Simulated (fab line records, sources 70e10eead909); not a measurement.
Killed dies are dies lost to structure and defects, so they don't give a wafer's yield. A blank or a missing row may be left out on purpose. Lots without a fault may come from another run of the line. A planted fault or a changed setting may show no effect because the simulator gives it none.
Which tool did it? | flow nand_harc | 12 lots, 36 wafers sampled, at 1 step of a route of 1302

WHAT THE GAUGES READ, wafer by wafer
NHARC_P_M0_INSPECT_11.
lot  | measured     | on                | raw_defect_count
L076 | day 7 06:08  | defect_inspect-02 | 3 4 2
L074 | day 7 13:22  | defect_inspect-01 | 6 4 4
L079 | day 8 02:13  | defect_inspect-02 | 1 9 7
L081 | day 8 23:45  | defect_inspect-02 | 6 4 1
L083 | day 9 18:37  | defect_inspect-01 | 7 3 4
L084 | day 10 18:14 | defect_inspect-01 | 6 1 4
L087 | day 12 08:07 | defect_inspect-02 | 5 3 2
L089 | day 12 21:50 | defect_inspect-01 | 3 3 2
L091 | day 13 05:45 | defect_inspect-01 | 1 4 3
L092 | day 13 19:49 | defect_inspect-01 | 7 7 6
L095 | day 14 22:58 | defect_inspect-01 | 7 7 7
L097 | day 15 14:36 | defect_inspect-02 | 5 4 4

WHICH TOOL RAN EACH LOT (tool, then ch and the chambers of the sampled wafers, then the start)
The record holds no process step before these readings.

THE ANSWER, worked out from the rows above alone
Rule: what is usual is taken from the lots themselves. Put in order of their means at a reading, lots are off if they are a third of the lots or fewer, leave a main group of 4 or more, and stand apart from it by a gap of 3 or more times the standard deviation of the main group's means; of several such gaps the widest counts. A main group whose means are all the same, to the digits that the tables above print for the reading, isn't used. A lot without any number at a reading at which 4 lots or more have one is off too. The other lots that the step has rows for count as sound.
No lot is off at any reading shown: from this, nothing can be told.

WHAT THE SIMULATOR HAD PUT IN
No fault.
